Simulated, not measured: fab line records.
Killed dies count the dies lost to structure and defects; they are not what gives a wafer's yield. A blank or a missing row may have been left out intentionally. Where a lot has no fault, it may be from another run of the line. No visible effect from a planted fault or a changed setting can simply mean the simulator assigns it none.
fab line records | flow n5_finfet | part 1 of 2: steps 1 to 16 of 25
[record] lots = 5 | wafers = 15 | last_day = 17
route steps=1938 shown BEOL_M0_CUTY@706 BEOL_M0@715
lots that met no fault: from a run of the same line without faults
start_h: hours from the record's opening day to when the first of the lot's shown wafers began | wait_h: hours since the lot's step before | " the same as in the row above | L1.1+2: a row that stands for several wafers | - no value, or no start given | * or withheld: withheld | < > ~ a bound
route shown NAME@n: a module of which the file shows steps, and the number in the route of the first | usual: average and standard deviation across the fault-free wafers | same: alike in all rows | chamber/n: place in a boat | sites: each site's reading | _std_site: the standard deviation of these | _edge_site: outer sites' mean less inner sites' | radius_mm: for every site, how far away it sits from the centre of the wafer | mask NAME#n: copy n | behind: the tool/chamber that last shaped the wafer | hold: the reason the lot was held/the length of the hold in hours/how it ended | device: the transistor (n, p or np) that didn't switch | end of line: at the end of the route, the tests of the same wafers | a step without rows: its recipe alone | killed: the dies lost at the first sort to structure and to defects; this is not the yield of the wafer | map: a wafer's dies, x killed, . not, _ none there
set.NAME: the setting that was run; set.NAME@STEP: the one run at that earlier step | model.NAME: the simulator's own value behind a step, which no gauge read
lots at some steps of the route; a table a step, a row a wafer
services: the hour from which a tool's chamber was out of use, counted from the record's first day as start_h (under 0 if before that day), plus the number of hours and why
[[steps]]
[step N5_BEOL_M0_CUTY_PEB_55]
[recipe] peb_temp_c = 110 | peb_time_s = 60 | resist = CAR-ArF-block
lot.wafer  | tool           | chamber | start_h | wait_h
L076.2+3+6 | litho_track-03 | 0       | 128.15  | 0.0
L083.1+4+5 | litho_track-05 | 0       | 167.39  | 0.1
L089.4+5+6 | litho_track-03 | 0       | 207.12  | 0.0
L093.1+2+4 | litho_track-05 | 0       | 229.90  | 0.1
L096.1+2+3 | litho_track-03 | 0       | 246.46  | 0.1
[step N5_BEOL_M0_CUTY_DEVELOP_56]
[recipe] develop_time_s = 30 | developer = TMAH | resist = CAR-ArF-block | rinse_liquid = diw | dry = air_spin | dev_temp_c = 23
lot.wafer  | tool           | chamber | start_h | wait_h
L076.2+3+6 | litho_track-03 | 0       | -       | -
L083.1+4+5 | litho_track-05 | 0       | -       | -
L089.4+5+6 | litho_track-03 | 0       | -       | -
L093.1+2+4 | litho_track-05 | 0       | -       | -
L096.1+2+3 | litho_track-03 | 0       | -       | -
[step N5_BEOL_M0_CUTY_CD_MEAS_57]
[recipe] target_cd_nm = 200 | landing_energy_ev = 500 | detector = se_inlens | polarity = line
[usual] cd_nm = 200.2/0.91
lot.wafer | tool      | chamber | start_h | wait_h | cd_nm
L076.2    | cd_sem-03 | 0       | 128.22  | -      | 199.0
L076.3    | "         | 0       | "       | "      | 199.0
L076.6    | "         | 0       | "       | "      | 199.2
L083.1    | cd_sem-02 | 0       | 167.46  | -      | 201.1
L083.4    | "         | 0       | "       | "      | 200.5
L083.5    | "         | 0       | "       | "      | 200.4
L089.4    | cd_sem-02 | 0       | 207.19  | -      | 200.7
L089.5    | "         | 0       | "       | "      | 200.7
L089.6    | "         | 0       | "       | "      | 200.7
L093.1    | cd_sem-01 | 0       | 229.97  | -      | 199.8
L093.2    | "         | 0       | "       | "      | 200.9
L093.4    | "         | 0       | "       | "      | 199.6
L096.1    | cd_sem-03 | 0       | 246.52  | -      | 200.5
L096.2    | "         | 0       | "       | "      | 200.4
L096.3    | "         | 0       | "       | "      | 200.8
[step N5_BEOL_M0_CUTY_OVL_MEAS_58]
[recipe] points_per_wafer = 44
[usual] M0_ABLK_OVL = 0.7/0.91
lot.wafer | tool       | chamber | start_h | wait_h | M0_ABLK_OVL[nm]
L076.2    | overlay-02 | 0       | 128.25  | 0.0    | 0.1
L076.3    | "          | 0       | "       | "      | 0.8
L076.6    | "          | 0       | "       | "      | 0.5
L083.1    | overlay-02 | 0       | 167.49  | 0.0    | 2.1
L083.4    | "          | 0       | "       | "      | 0.8
L083.5    | "          | 0       | "       | "      | 2.6
L089.4    | overlay-02 | 0       | 207.21  | 0.0    | 1.6
L089.5    | "          | 0       | "       | "      | 0.1
L089.6    | "          | 0       | "       | "      | 1.3
L093.1    | overlay-01 | 0       | 230.00  | 0.0    | 0.3
L093.2    | "          | 0       | "       | "      | 0.3
L093.4    | "          | 0       | "       | "      | -0.9
L096.1    | overlay-01 | 0       | 246.55  | 0.0    | 0.8
L096.2    | "          | 0       | "       | "      | 1.0
L096.3    | "          | 0       | "       | "      | 1.2
[step N5_BEOL_M0_CUTY_INSPECT_59]
[recipe] mode = adi | inspect_instrument = macro
[usual] raw_defect_count = 2.0/1.5
lot.wafer | tool              | chamber | start_h | wait_h | raw_defect_count
L076.2    | defect_inspect-02 | -       | 128.27  | 0.0    | 5
L076.3    | "                 | -       | "       | "      | 2
L076.6    | "                 | -       | "       | "      | 3
L083.1    | defect_inspect-01 | -       | 167.51  | 0.0    | 2
L083.4    | "                 | -       | "       | "      | 2
L083.5    | "                 | -       | "       | "      | 4
L089.4    | defect_inspect-02 | -       | 207.24  | 0.0    | 3
L089.5    | "                 | -       | "       | "      | 1
L089.6    | "                 | -       | "       | "      | 0
L093.1    | defect_inspect-02 | -       | 230.02  | 0.0    | 0
L093.2    | "                 | -       | "       | "      | 3
L093.4    | "                 | -       | "       | "      | 2
L096.1    | defect_inspect-02 | -       | 246.58  | 0.0    | 2
L096.2    | "                 | -       | "       | "      | 2
L096.3    | "                 | -       | "       | "      | 0
[step N5_BEOL_M0_CUTY_DESCUM_61]
[recipe] chemistry = O2 | time_s = 7.9 | source_power_w = 50 | bias_power_w = 20 | pressure_mtorr = 20 | rf_frequency_hz = 2.712e+07 | temp_c = 40 | resist = CAR-ArF-block | o2_flow_sccm = 225
[usual] drypump_motor_current_A = 5.7/0.49 | oes_product_au = 0.78/0.082 | rf_vpp_V = 243.7/1.2 | showerhead_plenum_p_Torr = 2.13/0.063 | throttle_valve_pct = 20.48/0.28
lot.wafer | tool        | chamber | start_h | wait_h | drypump_motor_current_A | oes_product_au | rf_hours_counter_h | rf_vpp_V | showerhead_plenum_p_Torr | throttle_valve_pct
L076.2    | rie_diel-01 | 1       | 128.48  | 0.2    | 5.9                     | 0.67           | 245                | 242.7    | 2.06                     | 20.67
L076.3    | "           | 2       | "       | "      | 6.1                     | 0.76           | 167                | 243.7    | 2.19                     | 20.64
L076.6    | "           | 1       | "       | "      | 5.9                     | 0.67           | -                  | 242.3    | 2.06                     | 20.68
L083.1    | rie_diel-01 | 3       | 167.55  | 0.0    | 5.2                     | 0.73           | 200                | 243.8    | 2.17                     | 21.00
L083.4    | "           | 1       | "       | "      | 6.0                     | 0.96           | 4                  | 242.2    | 2.06                     | 20.33
L083.5    | "           | 2       | "       | "      | 6.1                     | 0.74           | -                  | 244.7    | 2.19                     | 20.66
L089.4    | rie_diel-05 | 1       | 207.28  | 0.0    | 5.8                     | 0.78           | 106                | 244.7    | 2.19                     | 20.54
L089.5    | "           | 2       | "       | "      | 5.1                     | 0.69           | -                  | 244.9    | 2.15                     | 20.63
L089.6    | "           | 1       | "       | "      | 5.8                     | 0.77           | -                  | 243.7    | 2.19                     | 20.55
L093.1    | rie_diel-05 | 3       | 230.51  | 0.5    | 5.7                     | 0.84           | 69                 | 246.4    | 2.19                     | 20.04
L093.2    | "           | 2       | "       | "      | 5.1                     | 0.68           | 238                | 245.0    | 2.15                     | 20.66
L093.4    | "           | 1       | "       | "      | 5.8                     | 0.77           | -                  | 243.7    | 2.18                     | 20.56
L096.1    | rie_diel-06 | 0       | 246.61  | 0.0    | 4.9                     | 0.83           | 69                 | 242.4    | 2.06                     | 20.61
L096.2    | "           | 1       | "       | "      | 5.2                     | 0.73           | 172                | 244.2    | 2.08                     | 20.31
L096.3    | "           | 3       | "       | "      | 5.8                     | 0.71           | 184                | 242.9    | 2.09                     | 20.72
[step N5_BEOL_M0_CUTY_ETCH_62]
[recipe] chemistry = CF4 | target = SiARC | mask_material = CAR-ArF-block | time_s = 58.5 | ion_energy_ev = 80 | pressure_mtorr = 40 | source_w = 545 | bias_w = 36 | Ar_flow_sccm = 100 | cf4_flow_sccm = 100 | ends = cleared
[usual] drypump_motor_current_A = 5.7/0.49 | etch_rf_on_time_s = 58.7/0.89 | mfc_ar_sccm = 100.00/0.28 | oes_product_au = 0.66/0.07 | rf_vpp_V = 184.5/1.1 | showerhead_plenum_p_Torr = 2.18/0.064 | throttle_valve_pct = 15.68/0.25
lot.wafer | tool        | chamber | start_h | wait_h | drypump_motor_current_A | etch_rf_on_time_s | mfc_ar_sccm | oes_product_au | rf_hours_counter_h | rf_vpp_V | showerhead_plenum_p_Torr | throttle_valve_pct
L076.2    | rie_diel-01 | 1       | 128.52  | 0.0    | 5.9                     | 59.1              | 99.69       | 0.57           | 245                | 183.4    | 2.11                     | 15.88
L076.3    | "           | 2       | "       | "      | 6.1                     | 58.5              | 100.32      | 0.65           | 167                | 184.2    | 2.22                     | 15.71
L076.6    | "           | 1       | "       | "      | 5.9                     | 59.1              | 100.20      | 0.58           | -                  | 183.1    | 2.11                     | 15.89
L083.1    | rie_diel-01 | 3       | 167.58  | 0.0    | 5.3                     | 57.5              | 100.49      | 0.62           | 200                | 185.3    | 2.21                     | 16.05
L083.4    | "           | 1       | "       | "      | 5.9                     | 57.8              | 100.39      | 0.83           | 4                  | 185.2    | 2.10                     | 15.40
L083.5    | "           | 2       | "       | "      | 6.1                     | 58.7              | 100.12      | 0.63           | -                  | 185.5    | 2.22                     | 15.75
L089.4    | rie_diel-05 | 1       | 207.32  | 0.0    | 5.8                     | 59.7              | 99.72       | 0.66           | 106                | 185.2    | 2.24                     | 15.77
L089.5    | "           | 2       | "       | "      | 5.1                     | 59.3              | 100.02      | 0.58           | -                  | 186.0    | 2.20                     | 15.95
L089.6    | "           | 1       | "       | "      | 5.7                     | 60.0              | 99.94       | 0.67           | -                  | 184.3    | 2.24                     | 15.78
L093.1    | rie_diel-05 | 3       | 230.55  | 0.0    | 5.7                     | 58.4              | 100.09      | 0.71           | 69                 | 187.0    | 2.25                     | 15.33
L093.2    | "           | 2       | "       | "      | 5.1                     | 59.0              | 99.97       | 0.58           | 238                | 185.6    | 2.20                     | 15.97
L093.4    | "           | 1       | "       | "      | 5.8                     | 59.2              | 100.53      | 0.66           | -                  | 184.6    | 2.24                     | 15.80
L096.1    | rie_diel-06 | 0       | 246.65  | 0.0    | 4.9                     | 58.2              | 100.08      | 0.70           | 69                 | 183.5    | 2.09                     | 15.65
L096.2    | "           | 1       | "       | "      | 5.2                     | 58.9              | 99.93       | 0.63           | 172                | 184.6    | 2.14                     | 15.59
L096.3    | "           | 3       | "       | "      | 5.8                     | 57.8              | 99.90       | 0.61           | 184                | 185.7    | 2.13                     | 15.90
[step N5_BEOL_M0_CUTY_ETCH_63]
[recipe] chemistry = N2/H2 | target = SOC | target_depth_a = 827 | overetch_a = 165 | mask_material = SiARC | temp_c = 40 | ion_energy_ev = 200 | time_s = 124 | pressure_mtorr = 30 | source_w = 840 | bias_w = 150 | n2_flow_sccm = 200 | h2_flow_sccm = 200
[usual] drypump_motor_current_A = 5.7/0.49 | oes_product_au = 0.64/0.065 | rf_vpp_V = 525.2/2.3 | showerhead_plenum_p_Torr = 2.59/0.083 | throttle_valve_pct = 17.86/0.24
lot.wafer | tool        | chamber | start_h | wait_h | drypump_motor_current_A | oes_product_au | rf_hours_counter_h | rf_vpp_V | showerhead_plenum_p_Torr | throttle_valve_pct
L076.2    | rie_diel-01 | 1       | 128.56  | 0.0    | 5.9                     | 0.56           | 246                | 524.0    | 2.50                     | 18.09
L076.3    | "           | 2       | "       | "      | 6.1                     | 0.62           | 167                | 526.4    | 2.65                     | 18.03
L076.6    | "           | 1       | "       | "      | 5.9                     | 0.56           | -                  | 523.2    | 2.50                     | 18.08
L083.1    | rie_diel-01 | 3       | 167.63  | 0.0    | 5.2                     | 0.59           | 200                | 526.2    | 2.61                     | 18.16
L083.4    | "           | 1       | "       | "      | 5.9                     | 0.79           | 5                  | 523.6    | 2.50                     | 17.66
L083.5    | "           | 2       | "       | "      | 6.1                     | 0.61           | -                  | 525.2    | 2.65                     | 18.07
L089.4    | rie_diel-05 | 1       | 207.36  | 0.0    | 5.7                     | 0.64           | 106                | 528.2    | 2.67                     | 17.98
L089.5    | "           | 2       | "       | "      | 5.1                     | 0.56           | -                  | 526.3    | 2.63                     | 18.12
L089.6    | "           | 1       | "       | "      | 5.7                     | 0.64           | -                  | 528.7    | 2.67                     | 17.98
L093.1    | rie_diel-05 | 3       | 230.59  | 0.0    | 5.8                     | 0.68           | 70                 | 527.9    | 2.68                     | 17.51
L093.2    | "           | 2       | "       | "      | 5.1                     | 0.56           | 238                | 525.0    | 2.62                     | 18.13
L093.4    | "           | 1       | "       | "      | 5.8                     | 0.64           | -                  | 527.7    | 2.66                     | 18.01
L096.1    | rie_diel-06 | 0       | 246.69  | 0.0    | 4.9                     | 0.68           | 69                 | 521.3    | 2.48                     | 17.80
L096.2    | "           | 1       | "       | "      | 5.2                     | 0.60           | 172                | 524.2    | 2.52                     | 17.58
L096.3    | "           | 3       | "       | "      | 5.8                     | 0.59           | 184                | 525.6    | 2.53                     | 18.06
[step N5_BEOL_M0_CUTY_STRIP_64]
[recipe] chemistry = N2/H2 | temp_c = 40 | n2_flow_sccm = 200 | h2_flow_sccm = 200 | rf_frequency_hz = 6e+07
lot.wafer  | tool        | chamber | start_h | wait_h
L076.2+3+6 | rie_diel-01 | 1,2,1   | 128.68  | 0.1
L083.1+4+5 | rie_diel-01 | 3,1,2   | 167.74  | 0.1
L089.4+5+6 | rie_diel-05 | 1,2,1   | 207.48  | 0.1
L093.1+2+4 | rie_diel-05 | 3,2,1   | 230.71  | 0.1
L096.1+2+3 | rie_diel-06 | 0,1,3   | 246.81  | 0.1
[step N5_BEOL_M0_ETCH_138]
[recipe] chemistry = CH3F/O2 | target_depth_a = 120 | target = SiCN | time_s = 31.6 | ion_energy_ev = 120 | pressure_mtorr = 30 | source_w = 395 | bias_w = 75 | Ar_flow_sccm = 150 | CH3F_flow_sccm = 30 | O2_flow_sccm = 20 | ends = cleared
[usual] drypump_motor_current_A = 5.7/0.49 | etch_rf_on_time_s = 29.3/0.66 | mfc_ar_sccm = 150.0/0.43 | oes_product_au = 0.66/0.069 | rf_vpp_V = 298.1/1.5 | showerhead_plenum_p_Torr = 2.04/0.062 | throttle_valve_pct = 16.39/0.26
lot.wafer | tool        | chamber | start_h | wait_h | drypump_motor_current_A | etch_rf_on_time_s | mfc_ar_sccm | oes_product_au | rf_hours_counter_h | rf_vpp_V | showerhead_plenum_p_Torr | throttle_valve_pct
L076.2    | rie_diel-01 | 1       | 128.69  | 0.0    | 6.0                     | 28.9              | 149.5       | 0.57           | 246                | 296.9    | 1.96                     | 16.58
L076.3    | "           | 2       | "       | "      | 6.1                     | 27.8              | 150.0       | 0.65           | 167                | 299.5    | 2.08                     | 16.44
L076.6    | "           | 1       | "       | "      | 5.9                     | 29.7              | 150.1       | 0.57           | -                  | 297.6    | 1.96                     | 16.57
L083.1    | rie_diel-01 | 3       | 167.75  | 0.0    | 5.2                     | 28.1              | 149.9       | 0.62           | 200                | 300.6    | 2.07                     | 16.82
L083.4    | "           | 1       | "       | "      | 5.9                     | 28.4              | 150.2       | 0.84           | 5                  | 296.9    | 1.96                     | 16.12
L083.5    | "           | 2       | "       | "      | 6.1                     | 29.5              | 150.9       | 0.64           | -                  | 299.3    | 2.07                     | 16.45
L089.4    | rie_diel-05 | 1       | 207.49  | 0.0    | 5.8                     | 29.5              | 150.6       | 0.67           | 106                | 299.0    | 2.09                     | 16.43
L089.5    | "           | 2       | "       | "      | 5.1                     | 30.1              | 150.1       | 0.58           | -                  | 299.7    | 2.07                     | 16.71
L089.6    | "           | 1       | "       | "      | 5.8                     | 31.2              | 150.1       | 0.66           | -                  | 299.2    | 2.09                     | 16.43
L093.1    | rie_diel-05 | 3       | 230.72  | 0.0    | 5.7                     | 29.6              | 149.8       | 0.70           | 70                 | 298.9    | 2.10                     | 16.01
L093.2    | "           | 2       | "       | "      | 5.1                     | 29.4              | 150.0       | 0.58           | 238                | 298.7    | 2.07                     | 16.75
L093.4    | "           | 1       | "       | "      | 5.8                     | 29.4              | 150.5       | 0.65           | -                  | 298.4    | 2.09                     | 16.44
L096.1    | rie_diel-06 | 0       | 246.82  | 0.0    | 4.9                     | 30.6              | 149.0       | 0.71           | 69                 | 295.1    | 1.94                     | 16.28
L096.2    | "           | 1       | "       | "      | 5.1                     | 30.1              | 149.9       | 0.63           | 172                | 297.0    | 2.00                     | 16.31
L096.3    | "           | 3       | "       | "      | 5.8                     | 29.1              | 150.3       | 0.61           | 184                | 296.9    | 1.98                     | 16.53
[step N5_BEOL_M0_HM_OPEN_105]
[recipe] chemistry = Cl2/BCl3 | target_depth_a = 120 | target = TiN | ion_energy_ev = 150 | pressure_mtorr = 10 | icp_w = 1000 | bias_w = 126 | Cl2_flow_sccm = 53.25 | bcl3_flow_sccm = 21.75 | Ar_flow_sccm = 25
[usual] drypump_motor_current_A = 5.5/0.4 | mfc_ar_sccm = 25.01/0.074 | oes_product_au = 0.80/0.1 | throttle_valve_pct = 21.89/0.16
lot.wafer | tool         | chamber | start_h | wait_h | drypump_motor_current_A | mfc_ar_sccm | oes_product_au | rf_hours_counter_h | throttle_valve_pct
L076.2    | rie_metal-02 | 0       | 134.83  | 6.1    | 6.0                     | 25.01       | 0.60           | 131                | 22.19
L076.3    | "            | 1       | "       | "      | 5.2                     | 24.95       | 0.86           | -                  | 21.73
L076.6    | "            | 0       | "       | "      | 6.0                     | 25.23       | 0.61           | -                  | 22.16
L083.1    | rie_metal-01 | 0       | 168.02  | 0.2    | 5.3                     | 24.88       | 0.76           | 55                 | 22.02
L083.4    | "            | 0       | "       | "      | 5.3                     | 25.12       | 0.77           | -                  | 22.03
L083.5    | "            | 1       | "       | "      | 5.2                     | 24.99       | 0.89           | -                  | 21.84
L089.4    | rie_metal-02 | 1       | 210.10  | 2.6    | 5.2                     | 25.03       | 0.83           | -                  | 21.75
L089.5    | "            | 1       | "       | "      | 5.2                     | 24.93       | 0.82           | -                  | 21.74
L089.6    | "            | 1       | "       | "      | 5.2                     | 24.85       | 0.82           | -                  | 21.75
L093.1    | rie_metal-02 | 1       | 231.20  | 0.4    | 5.1                     | 24.88       | 0.82           | 23                 | 21.76
L093.2    | "            | 0       | "       | "      | 6.0                     | 25.01       | 0.94           | 1                  | 21.83
L093.4    | "            | 1       | "       | "      | 5.2                     | 25.05       | 0.82           | -                  | 21.76
L096.1    | rie_metal-02 | 1       | 253.15  | 6.3    | 5.1                     | 24.94       | 0.80           | 25                 | 21.78
L096.2    | "            | 0       | "       | "      | 6.0                     | 24.93       | 0.91           | 4                  | 21.83
L096.3    | "            | 0       | "       | "      | 6.0                     | 24.97       | 0.91           | -                  | 21.85
[step N5_BEOL_M0_STRIP_140]
[recipe] chemistry = CF4 | resist = SiARC | power_w = 300 | bias_power_w = 75 | pressure_mtorr = 50 | cf4_flow_sccm = 150 | rf_frequency_hz = 6e+07
[usual] drypump_motor_current_A = 5.7/0.56 | oes_product_au = 0.75/0.067 | rf_vpp_V = 271.7/1.8 | showerhead_plenum_p_Torr = 1.82/0.05 | throttle_valve_pct = 13.66/0.22
lot.wafer | tool        | chamber | start_h | wait_h | drypump_motor_current_A | oes_product_au | rf_hours_counter_h | rf_vpp_V | showerhead_plenum_p_Torr | throttle_valve_pct
L076.2    | rie_diel-05 | 1       | 135.15  | 0.3    | 5.8                     | 0.81           | 81                 | 272.1    | 1.89                     | 13.67
L076.3    | "           | 3       | "       | "      | 5.7                     | 0.87           | 33                 | 272.4    | 1.89                     | 13.20
L076.6    | "           | 0       | "       | "      | 6.6                     | 0.68           | -                  | 267.4    | 1.76                     | 13.56
L083.1    | rie_diel-05 | 1       | 168.24  | 0.2    | 5.8                     | 0.81           | 92                 | 272.0    | 1.89                     | 13.70
L083.4    | "           | 3       | "       | "      | 5.7                     | 0.84           | 45                 | 274.2    | 1.89                     | 13.25
L083.5    | "           | 1       | "       | "      | 5.7                     | 0.79           | -                  | 271.6    | 1.89                     | 13.72
L089.4    | rie_diel-06 | 2       | 210.47  | 0.3    | 6.6                     | 0.68           | 237                | 269.8    | 1.84                     | 13.87
L089.5    | "           | 0       | "       | "      | 4.9                     | 0.82           | -                  | 270.5    | 1.77                     | 13.61
L089.6    | "           | 1       | "       | "      | 5.1                     | 0.74           | -                  | 272.2    | 1.79                     | 13.54
L093.1    | rie_diel-01 | 2       | 231.67  | 0.4    | 6.1                     | 0.72           | 207                | 273.3    | 1.85                     | 13.79
L093.2    | "           | 0       | "       | "      | 5.2                     | 0.81           | 80                 | 269.4    | 1.73                     | 13.57
L093.4    | "           | 3       | "       | "      | 5.2                     | 0.70           | 224                | 270.0    | 1.84                     | 14.05
L096.1    | rie_diel-01 | 2       | 253.32  | 0.1    | 6.1                     | 0.71           | 214                | 273.5    | 1.85                     | 13.82
L096.2    | "           | 3       | "       | "      | 5.2                     | 0.69           | 231                | 272.1    | 1.84                     | 14.08
L096.3    | "           | 0       | "       | "      | 5.2                     | 0.79           | 88                 | 271.4    | 1.72                     | 13.59
[step N5_BEOL_M0_STRIP_104]
[recipe] chemistry = N2/H2 | power_w = 450 | temp_c = 40 | pressure_mtorr = 20 | rf_frequency_hz = 6e+07 | overash_fraction = 0.3 | bias_power_w = 7 | h2_frac = 0.5 | n2_flow_sccm = 200 | h2_flow_sccm = 200
[usual] drypump_motor_current_A = 5.7/0.56 | oes_product_au = 0.77/0.072 | rf_vpp_V = 59.4/1.7 | showerhead_plenum_p_Torr = 2.57/0.078 | throttle_valve_pct = 23.61/0.25
lot.wafer | tool        | chamber | start_h | wait_h | drypump_motor_current_A | oes_product_au | rf_hours_counter_h | rf_vpp_V | showerhead_plenum_p_Torr | throttle_valve_pct
L076.2    | rie_diel-05 | 1       | 135.17  | 0.0    | 5.8                     | 0.79           | 81                 | 62.0     | 2.68                     | 23.80
L076.3    | "           | 3       | "       | "      | 5.7                     | 0.87           | 33                 | 61.4     | 2.69                     | 23.23
L076.6    | "           | 0       | "       | "      | 6.6                     | 0.68           | -                  | 56.9     | 2.50                     | 23.75
L083.1    | rie_diel-05 | 1       | 168.26  | 0.0    | 5.8                     | 0.79           | 92                 | 61.1     | 2.67                     | 23.79
L083.4    | "           | 3       | "       | "      | 5.7                     | 0.88           | 45                 | 57.2     | 2.69                     | 23.24
L083.5    | "           | 1       | "       | "      | 5.7                     | 0.79           | -                  | 59.3     | 2.67                     | 23.83
L089.4    | rie_diel-06 | 2       | 210.49  | 0.0    | 6.6                     | 0.69           | 237                | 59.8     | 2.60                     | 23.45
L089.5    | "           | 0       | "       | "      | 4.9                     | 0.84           | -                  | 56.7     | 2.48                     | 23.62
L089.6    | "           | 1       | "       | "      | 5.2                     | 0.74           | -                  | 60.9     | 2.52                     | 23.22
L093.1    | rie_diel-01 | 2       | 231.69  | 0.0    | 6.1                     | 0.72           | 207                | 57.6     | 2.63                     | 24.00
L093.2    | "           | 0       | "       | "      | 5.2                     | 0.80           | 80                 | 58.5     | 2.44                     | 23.26
L093.4    | "           | 3       | "       | "      | 5.2                     | 0.71           | 224                | 60.0     | 2.60                     | 24.03
L096.1    | rie_diel-01 | 2       | 253.34  | 0.0    | 6.1                     | 0.73           | 214                | 58.7     | 2.63                     | 23.98
L096.2    | "           | 3       | "       | "      | 5.2                     | 0.71           | 231                | 59.4     | 2.59                     | 24.00
L096.3    | "           | 0       | "       | "      | 5.2                     | 0.81           | 88                 | 61.5     | 2.44                     | 23.28
[step N5_BEOL_M0_WET_ETCH_106]
[recipe] chemistry = DHF | dilution = 10:1 | temp_c = 25 | target = SiO2 | target_depth_a = 1300 | dry = ipa_marangoni | rinse_time_s = 30 | rinse_temp_c = 23
lot.wafer  | tool         | chamber | start_h | wait_h
L076.2+3+6 | wet_bench-03 | 3,6,1   | 135.24  | -
L083.1+4+5 | wet_bench-02 | 4,5,6   | 168.33  | -
L089.4+5+6 | wet_bench-02 | 3,2,5   | 210.56  | -
L093.1+2+4 | wet_bench-05 | 7,1,2   | 231.76  | -
L096.1+2+3 | wet_bench-05 | 2,3,1   | 253.40  | -
[step N5_BEOL_M0_ETCH_128]
[recipe] chemistry = CF4/N2 | target_depth_a = 120 | overetch_a = 51 | target = SiCN | time_s = 21.4 | ion_energy_ev = 150 | pressure_mtorr = 40 | source_w = 430 | bias_w = 70 | Ar_flow_sccm = 100 | cf4_flow_sccm = 60 | n2_flow_sccm = 60
[usual] drypump_motor_current_A = 5.6/0.53 | mfc_ar_sccm = 100.0/0.3 | oes_product_au = 0.53/0.05 | rf_vpp_V = 382.9/1.6 | showerhead_plenum_p_Torr = 2.23/0.062 | throttle_valve_pct = 15.52/0.21
lot.wafer | tool        | chamber | start_h | wait_h | drypump_motor_current_A | mfc_ar_sccm | oes_product_au | rf_hours_counter_h | rf_vpp_V | showerhead_plenum_p_Torr | throttle_valve_pct
L076.2    | rie_diel-06 | 3       | 135.75  | 0.5    | 5.8                     | 100.3       | 0.51           | 148                | 382.0    | 2.20                     | 15.64
L076.3    | "           | 0       | "       | "      | 4.9                     | 99.6        | 0.58           | 34                 | 381.1    | 2.16                     | 15.35
L076.6    | "           | 2       | "       | "      | 6.6                     | 99.7        | 0.49           | -                  | 383.7    | 2.27                     | 15.65
L083.1    | rie_diel-01 | 2       | 168.68  | 0.3    | 6.1                     | 100.3       | 0.50           | 184                | 383.0    | 2.29                     | 15.58
L083.4    | "           | 0       | "       | "      | 5.2                     | 100.4       | 0.57           | 58                 | 381.6    | 2.14                     | 15.39
L083.5    | "           | 1       | "       | "      | 5.9                     | 99.9        | 0.66           | -                  | 380.8    | 2.16                     | 15.22
L089.4    | rie_diel-06 | 3       | 210.62  | 0.0    | 5.8                     | 100.2       | 0.50           | 171                | 381.7    | 2.20                     | 15.68
L089.5    | "           | 2       | "       | "      | 6.6                     | 99.8        | 0.49           | -                  | 382.0    | 2.26                     | 15.68
L089.6    | "           | 3       | "       | "      | 5.8                     | 100.2       | 0.51           | -                  | 383.2    | 2.19                     | 15.67
L093.1    | rie_diel-05 | 1       | 231.85  | 0.1    | 5.7                     | 100.2       | 0.53           | 117                | 383.9    | 2.31                     | 15.60
L093.2    | "           | 3       | "       | "      | 5.7                     | 99.6        | 0.56           | 70                 | 385.3    | 2.32                     | 15.12
L093.4    | "           | 1       | "       | "      | 5.8                     | 100.1       | 0.53           | -                  | 382.8    | 2.31                     | 15.58
L096.1    | rie_diel-01 | 1       | 253.46  | 0.0    | 5.9                     | 100.2       | 0.63           | 33                 | 381.5    | 2.15                     | 15.29
L096.2    | "           | 3       | "       | "      | 5.2                     | 100.0       | 0.48           | 231                | 385.2    | 2.27                     | 15.93
L096.3    | "           | 0       | "       | "      | 5.2                     | 100.1       | 0.56           | 88                 | 381.8    | 2.13                     | 15.46
[step N5_BEOL_M0_TRENCH_ETCH_107]
[recipe] chemistry = C4F6/O2 | target_depth_a = 328 | target = SiOC | time_s = 16.4 | ion_energy_ev = 250 | pressure_mtorr = 30 | source_w = 355 | bias_w = 185 | Ar_flow_sccm = 300 | C4F6_flow_sccm = 10 | O2_flow_sccm = 10
[usual] C4F6_flow_sccm = 9.997/0.028 | drypump_motor_current_A = 5.6/0.53 | mfc_ar_sccm = 300.1/0.89 | oes_product_au = 0.77/0.074 | rf_vpp_V = 673/10 | showerhead_plenum_p_Torr = 2.88/0.079 | throttle_valve_pct = 20.96/0.22
lot.wafer | tool        | chamber | start_h | wait_h | C4F6_flow_sccm | drypump_motor_current_A | mfc_ar_sccm | oes_product_au | rf_hours_counter_h | rf_vpp_V | showerhead_plenum_p_Torr | throttle_valve_pct
L076.2    | rie_diel-06 | 3       | 135.80  | 0.0    | 9.958          | 5.8                     | 300.1       | 0.74           | 148                | 664      | 2.83                     | 20.98
L076.3    | "           | 0       | "       | "      | 10.016         | 4.9                     | 300.9       | 0.87           | 34                 | 675      | 2.77                     | 20.76
L076.6    | "           | 2       | "       | "      | 9.995          | 6.6                     | 299.3       | 0.71           | -                  | 677      | 2.93                     | 21.01
L083.1    | rie_diel-01 | 2       | 168.72  | 0.0    | 10.003         | 6.1                     | 301.0       | 0.75           | 184                | 663      | 2.94                     | 20.98
L083.4    | "           | 0       | "       | "      | 9.977          | 5.1                     | 300.2       | 0.83           | 58                 | 683      | 2.78                     | 20.92
L083.5    | "           | 1       | "       | "      | 10.037         | 5.9                     | 300.3       | 0.98           | -                  | 666      | 2.79                     | 20.72
L089.4    | rie_diel-06 | 3       | 210.66  | 0.0    | 9.978          | 5.8                     | 300.2       | 0.72           | 171                | 663      | 2.82                     | 21.00
L089.5    | "           | 2       | "       | "      | 10.002         | 6.6                     | 299.5       | 0.69           | -                  | 674      | 2.92                     | 21.06
L089.6    | "           | 3       | "       | "      | 10.008         | 5.8                     | 300.4       | 0.72           | -                  | 664      | 2.82                     | 21.01
L093.1    | rie_diel-05 | 1       | 231.89  | 0.0    | 10.025         | 5.7                     | 299.4       | 0.77           | 117                | 692      | 2.97                     | 20.98
L093.2    | "           | 3       | "       | "      | 10.004         | 5.7                     | 298.7       | 0.83           | 70                 | 665      | 2.99                     | 20.55
L093.4    | "           | 1       | "       | "      | 9.999          | 5.8                     | 299.6       | 0.78           | -                  | 693      | 2.97                     | 21.01
L096.1    | rie_diel-01 | 1       | 253.50  | 0.0    | 9.990          | 5.9                     | 298.9       | 0.90           | 33                 | 667      | 2.78                     | 20.75
L096.2    | "           | 3       | "       | "      | 9.976          | 5.2                     | 300.2       | 0.69           | 231                | 677      | 2.93                     | 21.42
L096.3    | "           | 0       | "       | "      | 10.001         | 5.1                     | 301.1       | 0.79           | 88                 | 683      | 2.76                     | 20.96
